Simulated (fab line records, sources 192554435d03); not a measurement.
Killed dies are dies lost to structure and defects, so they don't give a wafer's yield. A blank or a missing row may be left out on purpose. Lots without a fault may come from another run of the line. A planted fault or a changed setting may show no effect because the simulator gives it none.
fab line records | flow n5_finfet
record lots=6 wafers=18 last_day=18
route steps=1938 shown BEOL_M6@1200 PASSIVATION@1936
lots that met no fault: from a run of the same line without faults
start_h: hours from the record's first day to the start of the lot's first wafer shown | wait_h: hours since the lot's step before | " the same as in the row above | L1.1+2: a row that stands for several wafers | - no value, or no start given | * or withheld: withheld | < > ~ a bound
route shown NAME@n: a module of which the file shows steps, and the number in the route of the first | usual: mean/standard deviation of fault-free wafers | same: alike in all rows | chamber/n: place in a boat | sites: the reading at each site | _std_site: their standard deviation | _edge_site: outer sites' mean less inner sites' | radius_mm: how far each site lies from the wafer's centre | mask NAME#n: copy n | behind: the tool/chamber that last shaped the wafer | hold: why the lot was held/for how many hours/how that ended | device: the transistor (n, p or np) that didn't switch | end of line: the same wafers' tests at the end of the route | a step without rows: its recipe alone | killed: dies lost to structure and defects at the first sort, not the wafer's yield | map: a wafer's dies, x killed, . not, _ none there
set.NAME: the setting as run; set.NAME@STEP: as run at that earlier step | model.NAME: the simulator's own value behind a step, which no gauge read
lots at some steps of the route; a table a step, a row a wafer
services: from which hour (start_h, from the record's first day; less than 0 if before it) a tool's chamber was out of use, for how many hours, and why
## steps
# step N5_BEOL_M6_COAT_60
# recipe resist=SiARC temp_c=220 time_s=60 spin_rpm=1500 resist_thk_nm=35
# step N5_BEOL_M6_COAT_05
# recipe resist=CAR-ArF spin_rpm=1500 resist_thk_nm=90
# step N5_BEOL_M6_EBR_07
# recipe solvent=PGMEA ebr_width_mm=1.5
# step N5_BEOL_M6_SOFTBAKE_06
# recipe temp_c=110 time_s=60 resist=CAR-ArF
# step N5_BEOL_M6_EXPOSE_08
# recipe mask_id=M6 na=1.35 source_shape=dipole sigma_inner=0.817 sigma_outer=0.97 polarization=te dose_mj=68.25
# step N5_BEOL_M6_PEB_09
# recipe peb_temp_c=withheld peb_time_s=60 resist=CAR-ArF
# step N5_BEOL_M6_DEVELOP_10
# recipe develop_time_s=30 developer=TMAH resist=CAR-ArF rinse_liquid=diw dry=air_spin dev_temp_c=23
# step N5_BEOL_M6_CD_MEAS_11
# recipe target_cd_nm=38.5 landing_energy_ev=500 detector=se_inlens polarity=opening
# usual cd_nm=38.6/0.47
# columns lot.wafer tool chamber start_h wait_h cd_nm
L645.1 cd_sem-03 0 217.20 - 39.2
L645.2 " 0 " " 38.5
L645.6 " 0 " " 38.3
L646.1 cd_sem-02 0 221.64 - 38.2
L646.2 " 0 " " 38.3
L646.5 " 0 " " 38.9
L657.1 cd_sem-02 0 271.21 - 39.4
L657.4 " 0 " " 38.3
L657.5 " 0 " " 38.2
L658.1 cd_sem-03 0 292.56 - 38.6
L658.2 " 0 " " 38.6
L658.6 " 0 " " 38.9
L663.1 cd_sem-01 0 316.24 - 38.9
L663.3 " 0 " " 38.1
L663.5 " 0 " " 39.1
L668.1 cd_sem-02 0 339.78 - 37.9
L668.4 " 0 " " 38.9
L668.5 " 0 " " 38.5
# step N5_BEOL_M6_OVL_MEAS_12
# recipe points_per_wafer=44
# usual M6_OVL=-0.1/0.83
# columns lot.wafer tool chamber start_h wait_h M6_OVL[nm]
L645.1 overlay-01 0 217.23 0.0 0.1
L645.2 " 0 " " 0.9
L645.6 " 0 " " 1.0
L646.1 overlay-02 0 221.67 0.0 -0.8
L646.2 " 0 " " -0.9
L646.5 " 0 " " 0.1
L657.1 overlay-01 0 271.24 0.0 -1.0
L657.4 " 0 " " 0.6
L657.5 " 0 " " -0.5
L658.1 overlay-02 0 292.60 0.0 -0.5
L658.2 " 0 " " -0.5
L658.6 " 0 " " -1.3
L663.1 overlay-02 0 316.27 0.0 0.8
L663.3 " 0 " " 1.1
L663.5 " 0 " " 1.8
L668.1 overlay-01 0 339.81 0.0 -0.3
L668.4 " 0 " " 0.3
L668.5 " 0 " " 0.1
# step N5_BEOL_M6_INSPECT_13
# recipe mode=adi inspect_instrument=brightfield
# usual raw_defect_count=405/91
# columns lot.wafer tool chamber start_h wait_h raw_defect_count
L645.1 defect_inspect-01 - 217.26 0.0 396
L645.2 " - " " 426
L645.6 " - " " 406
L646.1 defect_inspect-01 - 221.70 0.0 559
L646.2 " - " " 339
L646.5 " - " " 552
L657.1 defect_inspect-02 - 271.27 0.0 375
L657.4 " - " " 453
L657.5 " - " " 398
L658.1 defect_inspect-02 - 292.62 0.0 389
L658.2 " - " " 431
L658.6 " - " " 298
L663.1 defect_inspect-02 - 316.30 0.0 416
L663.3 " - " " 396
L663.5 " - " " 312
L668.1 defect_inspect-02 - 339.83 0.0 360
L668.4 " - " " 602
L668.5 " - " " 608
# step N5_BEOL_M6_DESCUM_16
# recipe chemistry=O2 time_s=7.9 source_power_w=50 bias_power_w=20 pressure_mtorr=20 rf_frequency_hz=2.712e+07 temp_c=40 resist=CAR-ArF o2_flow_sccm=225
# usual chamber_pressure_mTorr=19.999/0.018 drypump_motor_current_A=5.7/0.46 oes_product_au=0.81/0.088 rf_vpp_V=242.6/1.2 showerhead_plenum_p_Torr=2.06/0.063 throttle_valve_pct=20.45/0.26
# columns lot.wafer tool chamber start_h wait_h chamber_pressure_mTorr drypump_motor_current_A oes_product_au rf_hours_counter_h rf_vpp_V showerhead_plenum_p_Torr throttle_valve_pct
L645.1 rie_diel-06 0 217.29 0.0 19.985 5.7 0.79 127 243.0 2.00 20.01
L645.2 " 3 " " 20.015 6.0 0.66 241 243.2 2.09 20.96
L645.6 " 2 " " 20.007 4.9 0.90 - 243.2 2.12 20.60
L646.1 rie_diel-06 0 222.11 0.4 19.982 5.8 0.78 130 242.2 1.99 20.01
L646.2 " 3 " " 19.995 6.0 0.66 243 242.7 2.09 20.97
L646.5 " 2 " " 20.023 4.9 0.89 - 243.6 2.12 20.58
L657.1 rie_diel-06 2 271.30 0.0 20.002 4.9 0.86 74 243.6 2.12 20.60
L657.4 " 1 " " 19.984 5.7 0.67 246 242.6 2.05 20.60
L657.5 " 0 " " 19.981 5.8 0.76 - 241.7 1.99 20.06
L658.1 rie_diel-06 3 292.66 0.0 20.016 6.0 0.93 13 242.1 2.08 20.58
L658.2 " 0 " " 19.994 5.8 0.75 159 242.9 1.98 20.05
L658.6 " 2 " " 20.014 4.9 0.86 - 244.0 2.11 20.62
L663.1 rie_diel-01 3 316.49 0.2 19.972 6.1 0.79 123 241.7 2.02 20.11
L663.3 " 1 " " 19.994 6.3 0.86 47 242.1 2.05 20.37
L663.5 " 0 " " 20.010 4.9 0.90 - 243.4 2.05 20.55
L668.1 rie_diel-03 1 339.88 0.0 20.000 5.8 0.84 70 244.3 2.14 20.17
L668.4 " 2 " " 20.000 5.9 0.89 36 247.0 2.24 20.55
L668.5 " 2 " " 20.008 5.8 0.89 - 245.4 2.24 20.57
# step N5_BEOL_M6_ETCH_61
# recipe chemistry=CF4 target=SiARC target_depth_a=455 mask_material=CAR-ArF time_s=75.8 ion_energy_ev=80 pressure_mtorr=40 source_w=545 bias_w=36 Ar_flow_sccm=100 cf4_flow_sccm=100 ends=cleared
# usual chamber_pressure_mTorr=40.00/0.036 drypump_motor_current_A=5.7/0.46 etch_rf_on_time_s=75.4/1.8 mfc_ar_sccm=99.99/0.3 oes_product_au=0.70/0.074 rf_vpp_V=183.7/1 showerhead_plenum_p_Torr=2.11/0.053 throttle_valve_pct=15.56/0.24
# columns lot.wafer tool chamber start_h wait_h chamber_pressure_mTorr drypump_motor_current_A etch_rf_on_time_s mfc_ar_sccm oes_product_au rf_hours_counter_h rf_vpp_V showerhead_plenum_p_Torr throttle_valve_pct
L645.1 rie_diel-06 0 217.32 0.0 40.05 5.7 74.7 99.29 0.66 127 181.2 2.07 15.38
L645.2 " 3 " " 39.99 6.0 77.1 99.64 0.56 241 182.3 2.11 16.00
L645.6 " 2 " " 40.05 4.9 73.3 100.48 0.77 - 185.5 2.16 15.64
L646.1 rie_diel-06 0 222.15 0.0 40.00 5.7 75.2 99.88 0.66 130 184.0 2.07 15.36
L646.2 " 3 " " 40.00 6.0 77.6 99.90 0.56 243 183.3 2.11 16.01
L646.5 " 2 " " 39.99 4.9 74.3 100.57 0.76 - 184.2 2.16 15.67
L657.1 rie_diel-06 2 271.34 0.0 39.95 4.9 73.6 99.98 0.74 74 183.8 2.15 15.70
L657.4 " 1 " " 40.02 5.8 73.7 99.62 0.58 246 184.6 2.11 15.91
L657.5 " 0 " " 40.05 5.8 74.2 99.98 0.65 - 183.4 2.06 15.42
L658.1 rie_diel-06 3 292.69 0.0 40.02 6.0 73.9 99.94 0.80 13 183.0 2.10 15.52
L658.2 " 0 " " 40.01 5.7 75.0 100.03 0.64 159 181.9 2.06 15.42
L658.6 " 2 " " 40.01 4.9 74.9 99.60 0.73 - 183.6 2.15 15.72
L663.1 rie_diel-01 3 316.52 0.0 39.97 6.1 74.2 99.91 0.68 123 184.3 2.06 15.27
L663.3 " 1 " " 39.99 6.3 75.5 100.43 0.73 47 183.5 2.08 15.39
L663.5 " 0 " " 39.97 4.9 72.2 99.59 0.78 - 182.8 2.12 15.72
L668.1 rie_diel-03 1 339.91 0.0 39.99 5.8 74.3 99.78 0.72 70 184.9 2.16 15.21
L668.4 " 2 " " 40.01 5.8 76.4 99.61 0.75 36 187.1 2.27 15.54
L668.5 " 2 " " 39.98 5.8 76.7 99.76 0.75 - 185.9 2.27 15.56
# step N5_BEOL_M6_ETCH_62
# recipe chemistry=N2/H2 target=SOC target_depth_a=1100 overetch_a=220 mask_material=SiARC temp_c=40 time_s=165 ion_energy_ev=200 pressure_mtorr=30 source_w=840 bias_w=150 n2_flow_sccm=200 h2_flow_sccm=200
# usual chamber_pressure_mTorr=29.999/0.025 drypump_motor_current_A=5.7/0.46 oes_product_au=0.69/0.071 rf_vpp_V=522.7/2 showerhead_plenum_p_Torr=2.50/0.07 throttle_valve_pct=17.77/0.28
# columns lot.wafer tool chamber start_h wait_h chamber_pressure_mTorr drypump_motor_current_A oes_product_au rf_hours_counter_h rf_vpp_V showerhead_plenum_p_Torr throttle_valve_pct model.SiARC_of_BEOL_M6_COAT_60.thk_nm
L645.1 rie_diel-06 0 217.38 0.0 29.958 5.8 0.66 128 522.3 2.44 17.47 28.4
L645.2 " 3 " " 30.010 6.0 0.57 241 521.5 2.50 18.19 28.6
L645.6 " 2 " " 30.033 4.9 0.75 - 523.8 2.59 18.04 27.8
L646.1 rie_diel-06 0 222.20 0.0 29.994 5.8 0.65 130 523.3 2.43 17.47 28.4
L646.2 " 3 " " 29.984 6.0 0.56 243 522.9 2.50 18.19 28.6
L646.5 " 2 " " 29.990 4.9 0.74 - 524.1 2.59 18.04 27.8
L657.1 rie_diel-06 2 271.39 0.0 30.026 4.9 0.81 74 523.7 2.58 18.11 28.6
L657.4 " 1 " " 30.040 5.7 0.57 246 523.1 2.48 17.95 28.2
L657.5 " 0 " " 29.978 5.7 0.65 - 521.5 2.43 17.51 28.2
L658.1 rie_diel-06 3 292.75 0.0 29.993 6.0 0.87 13 522.9 2.49 17.75 29
L658.2 " 0 " " 29.955 5.8 0.64 159 520.2 2.42 17.50 28.2
L658.6 " 2 " " 30.027 4.9 0.71 - 524.0 2.57 18.09 27.8
L663.1 rie_diel-01 3 316.58 0.0 30.007 6.1 0.66 123 521.4 2.45 17.47 28.2
L663.3 " 1 " " 30.021 6.3 0.73 47 520.9 2.45 17.52 28.4
L663.5 " 0 " " 29.991 4.9 0.75 - 520.9 2.49 17.89 27.8
L668.1 rie_diel-03 1 339.97 0.0 30.009 5.9 0.71 70 525.7 2.57 17.37 28
L668.4 " 2 " " 29.977 5.8 0.75 36 527.7 2.70 17.80 28
L668.5 " 2 " " 30.034 5.8 0.75 - 528.5 2.70 17.79 28
# step N5_BEOL_M6_STRIP_68
# recipe chemistry=N2/H2 temp_c=40 n2_flow_sccm=200 h2_flow_sccm=200 rf_frequency_hz=6e+07
# step N5_PASSIVATION_PROBE_49
# usual defect_limited_yield=91.2/1.6 killed_at_M0_to_M3=35/11 killed_at_M4_up=14/5.4 killed_at_contacts=13/6 killed_at_front_end=38/11 killed_at_other=3.4/2.6 killed_dies=104/19 killed_open=68/13 killed_short=34/8.5 sort_bin_5_function=5.1/1 sort_bin_6_memory=3.3/0.72 sort_n_pass=1075/22 sort_yield_pct=91.1/1.9
# same gross_dies=1180 killed_at_back_side=0 sort_bin_4_leakage[%]=0 sort_bin_8_speed[%]=0
# columns lot.wafer tool chamber start_h wait_h defect_limited_yield[%] killed_at_M0_to_M3 killed_at_M4_up killed_at_contacts killed_at_front_end killed_at_other killed_dies killed_open killed_short sort_bin_5_function[%] sort_bin_6_memory[%] sort_n_pass sort_yield_pct[%]
L646.1 prober-02 - 320.27 0.2 92.9 41 12 2 26 3 84 52 32 3.6 3.2 1096 92.9
L646.2 prober-02 - 320.32 0.2 91.8 41 13 14 27 2 97 62 29 4.2 3.1 1083 91.8
L646.5 prober-02 - 320.47 0.4 94.2 39 12 3 14 1 69 46 23 4.0 1.7 1111 94.2
L657.1 prober-01 - 369.99 0.0 90.1 49 7 5 45 11 117 75 41 6.4 3.3 1063 90.1
L657.4 prober-01 - 370.14 0.2 91.0 34 28 3 40 1 106 67 33 5.1 3.2 1074 91.0
L657.5 prober-01 - 370.19 0.2 92.3 21 13 7 36 14 91 57 32 4.2 3.0 1089 92.3
# killed by level:class
L646.1 BEOL_M3:geometric_particle:open=13 BEOL_M0_SAQP:geometric_particle:open=8 BEOL_M0_SAQP:geometric_particle:short=7 BEOL_M1:geometric_particle:open=7 STARTING-WAFER:geometric_particle:short=7 FIN_SAQP:geometric_particle:short=4 BEOL_M4:geometric_particle:open=4 GATE_CUT:geometric_particle:short=3
L646.2 MOL_CONTACT_COAG:geometric_particle:open=12 BEOL_M0_SAQP:geometric_particle:short=12 BEOL_M1:geometric_particle:open=11 BEOL_M0_SAQP:geometric_particle:open=6 BEOL_M4:geometric_particle:open=6 HKMG_FIN:area_etch=6 BEOL_M3:geometric_particle:open=5 STARTING-WAFER:geometric_particle:short=5
L646.5 BEOL_M1:geometric_particle:open=8 BEOL_M0_SAQP:geometric_particle:open=6 BEOL_M0_SAQP:geometric_particle:short=6 BEOL_M3:geometric_particle:open=6 BEOL_M4:geometric_particle:open=6 BEOL_M0:geometric_particle:short=4 BEOL_M1:geometric_particle:short=4 FIN_SAQP:geometric_particle:open=3
L657.1 BEOL_M0_SAQP:geometric_particle:open=17 STI_FIN_REVEAL:geometric_particle:open=16 BEOL_M2:geometric_particle:open=14 FIN_SAQP:geometric_particle:short=12 BEOL_M0_SAQP:geometric_particle:short=7 BEOL_M2:geometric_particle:short=4 BEOL_M4:geometric_particle:open=4 MIM_TOP_ETCH:geometric_particle:open=4
L657.4 BEOL_M4:geometric_particle:open=22 BEOL_M2:geometric_particle:open=9 GATE_CUT:geometric_particle:short=8 BEOL_M0_SAQP:geometric_particle:short=8 STI_FIN_REVEAL:geometric_particle:open=6 BEOL_M0_SAQP:geometric_particle:open=6 GATE_CUT:geometric_particle:open=5 HKMG_FIN:area_etch=5
L657.5 STI_FIN_REVEAL:geometric_particle:open=8 BEOL_M0_SAQP:geometric_particle:open=7 FIN_SAQP:geometric_particle:short=6 MOL_CONTACT_COAG:geometric_particle:open=6 BEOL_M0_SAQP:geometric_particle:short=5 FIN_SAQP:geometric_particle:open=4 MIM_TOP_ETCH:geometric_particle:short=4 PASS1_CAP:geometric_particle:open=4
## services
# columns tool chamber start_h hours kind
rie_diel-03 2 201.74 28.7 repair
rie_diel-06 1 214.36 13.2 repair
rie_diel-03 - 219.88 28.1 pm
rie_diel-01 0 238.87 - clean
rie_diel-01 0 238.87 - consumable_replace:focus_ring
rie_diel-01 0 238.87 17.9 scheduled_down
rie_diel-01 0 238.87 17.9 vent_cycle
rie_diel-06 3 242.28 - clean
rie_diel-06 3 242.28 - consumable_replace:focus_ring
rie_diel-06 3 242.28 19.6 scheduled_down
rie_diel-06 3 242.28 19.6 vent_cycle
rie_diel-06 1 282.21 - clean
rie_diel-06 1 282.21 - consumable_replace:focus_ring
rie_diel-06 1 282.21 13.8 scheduled_down
rie_diel-06 1 282.21 13.8 vent_cycle
rie_diel-01 2 306.55 1.8 repair
rie_diel-01 - 317.64 2.8 pm
## key
first_sign none at tools or gauges
model_effect step=N5_BEOL_M6_ETCH_62 value=SiARC_of_BEOL_M6_COAT_60.thk_nm without=28.1 struck=28.8
met_at N5_BEOL_M6_ETCH_62
struck_wafers L657.1,L658.1
onset_between 222.20 271.39
fault kind=process_parameter_drift tool=rie_diel-06 chamber=- onset_h=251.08 steps=N5_BEOL_M6_ETCH_62 channel=time_s offset=* shape=step end_h=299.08 scope=struck_wafers_only acts_in=* stated=*
